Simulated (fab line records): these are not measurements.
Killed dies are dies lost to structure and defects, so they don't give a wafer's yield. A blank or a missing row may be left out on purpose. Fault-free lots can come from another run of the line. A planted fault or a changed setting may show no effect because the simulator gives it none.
What tool caused it? + flow nandHarc + 14 lots with 42 wafers sampled at 4 steps, on a route of 1159 steps

== WHAT EACH GAUGE READ, for each wafer ==
The record holds no reading of a measuring or inspecting step that can be judged against a usual standard deviation.

== TOOL THAT RAN EACH LOT (tool first, then ch and the chambers of the sampled wafers, then the start) ==
| lot  | NHARC_A_M0_ETCH_15                           | NHARC_A_M1_DEP_33               | NHARC_A_BONDPAD_ETCH_12           | NHARC_A_BONDPAD_ANNEAL_28       |
|------|----------------------------------------------|---------------------------------|-----------------------------------|---------------------------------|
| L582 | rieDiel-03 ch 0,2,3, day 18 09:01 or earlier | pecvd-01 ch 1,2, day 18 09:01   | rieDiel-11 ch 0,1,3, day 18 11:09 | rtpAnneal-01 ch 0, day 18 12:49 |
| L583 | rieDiel-03 ch 1,2, day 18 13:22 or earlier   | pecvd-03 ch 0,1, day 18 13:22   | rieDiel-01 ch 1,2, day 18 15:32   | rtpAnneal-01 ch 0, day 18 17:02 |
| L588 | rieDiel-05 ch 0,3, day 19 00:13 or earlier   | pecvd-03 ch 0,1,2, day 19 00:13 | rieDiel-11 ch 1,2, day 19 02:33   | rtpAnneal-02 ch 0, day 19 04:04 |
| L584 | rieDiel-05 ch 0,1,2, day 19 01:39 or earlier | pecvd-02 ch 1,2, day 19 01:39   | rieDiel-11 ch 0,1, day 19 03:50   | rtpAnneal-02 ch 0, day 19 05:21 |
| L587 | rieDiel-03 ch 1,3, day 19 09:56 or earlier   | pecvd-03 ch 1,2, day 19 09:56   | rieDiel-11 ch 0,3, day 19 12:07   | rtpAnneal-01 ch 0, day 19 13:37 |
| L589 | rieDiel-03 ch 0,3, day 20 05:12 or earlier   | pecvd-01 ch 0,2, day 20 05:12   | rieDiel-13 ch 0,1,2, day 20 07:18 | rtpAnneal-01 ch 0, day 20 09:22 |
| L591 | rieDiel-03 ch 1,2, day 20 09:58 or earlier   | pecvd-01 ch 1,2, day 20 09:58   | rieDiel-11 ch 0,2,3, day 20 12:01 | rtpAnneal-02 ch 0, day 20 13:31 |
| L593 | rieDiel-12 ch 0,2,3, day 20 10:40 or earlier | pecvd-02 ch 1,2, day 20 10:40   | rieDiel-11 ch 1,2,3, day 20 12:39 | rtpAnneal-01 ch 0, day 20 14:10 |
| L592 | rieDiel-03 ch 1,2, day 20 15:16 or earlier   | pecvd-03 ch 0,1,2, day 20 15:16 | rieDiel-13 ch 0,2,3, day 20 17:29 | rtpAnneal-02 ch 0, day 20 19:11 |
| L590 | rieDiel-12 ch 1,2, day 20 15:46 or earlier   | pecvd-03 ch 0,2, day 20 15:46   | rieDiel-01 ch 1,3, day 20 17:59   | rtpAnneal-02 ch 0, day 20 19:48 |
| L595 | rieDiel-05 ch 1,2,3, day 21 00:59 or earlier | pecvd-02 ch 1,2, day 21 00:59   | rieDiel-11 ch 0,3, day 21 03:07   | rtpAnneal-01 ch 0, day 21 04:40 |
| L594 | rieDiel-12 ch 0,2,3, day 21 19:47 or earlier | pecvd-01 ch 0,1, day 21 19:47   | rieDiel-01 ch 1,2,3, day 21 21:52 | rtpAnneal-02 ch 0, day 21 23:24 |
| L602 | rieDiel-12 ch 1,2,3, day 23 10:09 or earlier | pecvd-02 ch 0,1, day 23 10:09   | rieDiel-11 ch 0,2,3, day 23 12:20 | rtpAnneal-02 ch 0, day 23 13:49 |
| L604 | rieDiel-03 ch 0,1,2, day 23 22:56 or earlier | pecvd-01 ch 0,1,2, day 23 22:56 | rieDiel-11 ch 0,1,3, day 24 01:11 | rtpAnneal-01 ch 0, day 24 02:41 |
- NHARC_A_M0_ETCH_15: etches the open film in C4F8/Ar, target depth 150 nm, overetch 15 nm, time 82.5 s.
- NHARC_A_M1_DEP_33: deposits SiCN, target thk 30 nm.
- NHARC_A_BONDPAD_ETCH_12: etches the open film in CHF3/O2, target depth 220 nm, time 110 s.
- NHARC_A_BONDPAD_ANNEAL_28: time 90 s.

== AS READ BY THE TOOLS THEMSELVES (means over the sampled wafers that have a number; for cases with no such wafer, the mark the record gives instead) ==
NHARC_A_M0_ETCH_15. Usual: biasW 300.0 W, standard deviation 0.91; oesProductAu 0.952 a.u., standard deviation 0.022; rfVppV 440.2 V, standard deviation 2.4; runLengthS 103.9 s, standard deviation 0.4.
| lot  | tool       | biasW (W) | oesProductAu (a.u.) | rfVppV (V) | runLengthS (s) | flag |
|------|------------|-----------|---------------------|------------|----------------|------|
| L582 | rieDiel-03 | 300.0     | 0.969               | 442.5      | 103.9          |      |
| L583 | rieDiel-03 | 300.6     | 0.967               | 442.7      | 104.0          |      |
| L588 | rieDiel-05 | 299.6     | 0.956               | 439.3      | 104.0          |      |
| L584 | rieDiel-05 | 299.8     | 0.960               | 440.7      | 103.8          |      |
| L587 | rieDiel-03 | 300.3     | 0.965               | 441.4      | 104.4          |      |
| L589 | rieDiel-03 | 299.1     | 0.959               | 441.9      | 104.0          |      |
| L591 | rieDiel-03 | 300.4     | 0.971               | 442.2      | 104.1          |      |
| L593 | rieDiel-12 | 299.7     | 0.969               | 437.3      | 103.5          |      |
| L592 | rieDiel-03 | 300.2     | 0.962               | 443.9      | 104.1          |      |
| L590 | rieDiel-12 | 300.0     | 0.917               | 438.7      | 103.3          |      |
| L595 | rieDiel-05 | 300.4     | 0.956               | 439.0      | 104.2          |      |
| L594 | rieDiel-12 | 298.8     | 0.954               | 437.1      | 103.8          |      |
| L602 | rieDiel-12 | 299.6     | 0.919               | 438.6      | 103.4          |      |
| L604 | rieDiel-03 | 301.2     | 0.970               | 443.0      | 104.0          |      |

NHARC_A_M1_DEP_33. Usual: heaterPowerW reads 589 W (standard deviation 72).
| lot  | tool     | heaterPowerW (W) | flag |
|------|----------|------------------|------|
| L582 | pecvd-01 | 512              |      |
| L583 | pecvd-03 | 614              |      |
| L588 | pecvd-03 | 580              |      |
| L584 | pecvd-02 | 659              |      |
| L587 | pecvd-03 | 574              |      |
| L589 | pecvd-01 | 553              |      |
| L591 | pecvd-01 | 501              |      |
| L593 | pecvd-02 | 614              |      |
| L592 | pecvd-03 | 583              |      |
| L590 | pecvd-03 | 650              |      |
| L595 | pecvd-02 | 580              |      |
| L594 | pecvd-01 | 462              |      |
| L602 | pecvd-02 | 661              |      |
| L604 | pecvd-01 | 561              |      |

NHARC_A_BONDPAD_ETCH_12. Usual: biasW 200.0 W, standard deviation 0.71; drypumpMotorCurrentA 5.7 A, standard deviation 0.38; oesProductAu 0.955 a.u., standard deviation 0.023; rfVppV 369.7 V, standard deviation 2.7; runLengthS 131.3 s, standard deviation 0.43; showerheadPlenumPTorr 2.36 Torr, standard deviation 0.12; throttleValvePct 20.573 %, standard deviation 0.0093.
| lot  | tool       | biasW (W) | drypumpMotorCurrentA (A) | oesProductAu (a.u.) | rfVppV (V) | runLengthS (s) | showerheadPlenumPTorr (Torr) | throttleValvePct (%) | flag |
|------|------------|-----------|--------------------------|---------------------|------------|----------------|------------------------------|----------------------|------|
| L582 | rieDiel-11 | 200.0     | 5.7                      | 0.967               | 371.4      | 131.2          | 2.41                         | 20.578               |      |
| L583 | rieDiel-01 | 200.6     | 5.4                      | 0.924               | 368.5      | 131.1          | 2.32                         | 20.568               |      |
| L588 | rieDiel-11 | 200.1     | 5.6                      | 0.970               | 368.9      | 131.6          | 2.33                         | 20.575               |      |
| L584 | rieDiel-11 | 199.8     | 5.5                      | 0.981               | 369.5      | 131.6          | 2.36                         | 20.567               |      |
| L587 | rieDiel-11 | 200.1     | 5.9                      | 0.981               | 371.8      | 131.1          | 2.45                         | 20.572               |      |
| L589 | rieDiel-13 | 200.1     | 5.5                      | 0.962               | 368.4      | 131.7          | 2.29                         | 20.579               |      |
| L591 | rieDiel-11 | 199.7     | 5.8                      | 0.967               | 368.8      | 131.1          | 2.36                         | 20.571               |      |
| L593 | rieDiel-11 | 200.0     | 5.7                      | 0.925               | 370.0      | 131.5          | 2.42                         | 20.575               |      |
| L592 | rieDiel-13 | 200.1     | 5.7                      | 0.974               | 369.1      | 131.3          | 2.34                         | 20.575               |      |
| L590 | rieDiel-01 | 200.0     | 5.3                      | 0.915               | 369.5      | 131.2          | 2.31                         | 20.578               |      |
| L595 | rieDiel-11 | 200.2     | 5.9                      | 0.965               | 372.0      | 130.8          | 2.45                         | 20.575               |      |
| L594 | rieDiel-01 | 200.9     | 5.5                      | 0.966               | 369.5      | 131.1          | 2.34                         | 20.564               |      |
| L602 | rieDiel-11 | 200.0     | 5.8                      | 0.968               | 369.1      | 129.1          | 2.36                         | 20.571               | OFF  |
| L604 | rieDiel-11 | 199.4     | 5.7                      | 0.966               | 370.5      | 129.0          | 2.41                         | 20.570               | OFF  |

NHARC_A_BONDPAD_ANNEAL_28. Usual: annealTempC 224.98 C, standard deviation 0.19; wafer_temp_C_max 225.94, standard deviation 0.25.
| lot  | tool         | annealTempC (C) | wafer_temp_C_max | flag |
|------|--------------|-----------------|------------------|------|
| L582 | rtpAnneal-01 | 224.88          | 226.01           |      |
| L583 | rtpAnneal-01 | 224.94          | 225.89           |      |
| L588 | rtpAnneal-02 | 224.68          | 225.84           |      |
| L584 | rtpAnneal-02 | 224.94          | 225.93           |      |
| L587 | rtpAnneal-01 | 225.25          | 225.73           |      |
| L589 | rtpAnneal-01 | 224.85          | 225.46           |      |
| L591 | rtpAnneal-02 | 224.87          | 225.88           |      |
| L593 | rtpAnneal-01 | 225.02          | 226.12           |      |
| L592 | rtpAnneal-02 | 225.02          | 225.82           |      |
| L590 | rtpAnneal-02 | 225.04          | 226.32           |      |
| L595 | rtpAnneal-01 | 225.38          | 226.14           |      |
| L594 | rtpAnneal-02 | 225.05          | 225.97           |      |
| L602 | rtpAnneal-02 | 225.13          | 226.22           |      |
| L604 | rtpAnneal-01 | 225.06          | 225.82           |      |

== THE ANSWER, worked out from the rows above alone ==
Rule: a lot counts as off when the mean over its wafers that have a number is more than 3 standard deviations away from the usual mean. A lot without any number at a reading at which 4 lots or more have one is off too. All remaining lots with rows at the step are treated as sound. Order of review: gauges by route order, followed by the tools' own readings, for which a lot's mean as printed above is used. The first step at which some lot is off is used, and at that step the reading that is off furthest; a lot without a number counts as furthest.
Off, at NHARC_A_BONDPAD_ETCH_12 on runLengthS: L602, L604.
If a tool, at that step or one of the process steps before it, ran each lot that is off and ran no sound lot following the first of them, it fits. NHARC_A_M0_ETCH_15: start missing for some lots; hours and lot order therefore follow NHARC_A_M1_DEP_33. One fits: NHARC_A_BONDPAD_ETCH_12 on rieDiel-11. A fault onset in the window from L595 (day 21 03:07, its last sound lot) to L602 (day 23 12:20, its first lot off) fits.
On the lots that are off, the tool's own readings at NHARC_A_BONDPAD_ETCH_12 differ by more than 5 times the standard deviation of the sound lots' means, which bears it out; runLengthS reads 129.1 s there versus 131.3 s on the sound lots.

== WHAT WAS PUT IN BY THE SIMULATOR ==
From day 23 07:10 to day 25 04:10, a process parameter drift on rieDiel-11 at NHARC_A_BONDPAD_ETCH_12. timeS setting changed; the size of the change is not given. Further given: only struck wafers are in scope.
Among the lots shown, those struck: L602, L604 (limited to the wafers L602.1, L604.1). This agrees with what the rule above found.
